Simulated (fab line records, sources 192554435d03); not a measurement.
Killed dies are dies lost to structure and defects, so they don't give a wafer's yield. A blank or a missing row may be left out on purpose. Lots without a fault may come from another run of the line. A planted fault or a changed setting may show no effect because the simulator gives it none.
Chamber matching | flow n5_finfet | N5_BEOL_M11_DESCUM_16 on rie_diel-04: 4 sister chambers
The step chemistry O2, time 7.9 s. 4 wafers are shown with their chamber, then 12 later ones without.

WAFERS WITH THEIR CHAMBER
wafer  | chamber | drypump_motor_current_A (A)
L087.4 | 2       | 4.7
L088.1 | 3       | 6.4
L088.3 | 0       | 5.3
L088.5 | 1       | 5.6

WAFERS WITHOUT THEIR CHAMBER
wafer  | drypump_motor_current_A (A)
L091.2 | 5.6
L091.3 | 5.3
L091.4 | 6.4
L089.2 | 6.4
L089.3 | 4.7
L089.6 | 5.7
L096.1 | 4.8
L096.3 | 6.4
L096.5 | 6.4
L094.2 | 6.4
L094.3 | 5.3
L094.5 | 6.4

WHICH CHAMBER EACH WENT THROUGH
wafer  | from the rows above | in truth
L091.2 | 1                   | 1
L091.3 | 0                   | 0
L091.4 | 3                   | 3
L089.2 | 3                   | 3
L089.3 | 2                   | 2
L089.6 | 1                   | 1
L096.1 | 2                   | 2
L096.3 | 3                   | 3
L096.5 | 3                   | 3
L094.2 | 3                   | 3
L094.3 | 0                   | 0
L094.5 | 3                   | 3
Placed correctly: 12 of 12. Can't be placed from these rows: 0. Placed wrongly: 0.
How it was worked out, from the rows above alone: a wafer's distance from a chamber is the root of the sum, over the readings, of the square of ((its reading less the chamber's mean) divided by the reading's scatter). The wafer belongs to the nearest chamber; if the next one is less than 2 further off, it can't be placed. A chamber's mean is the mean of its shown wafers. The scatter: with one shown wafer a chamber, the root of the mean of the squares of how far each hidden wafer lies from its nearest shown one.
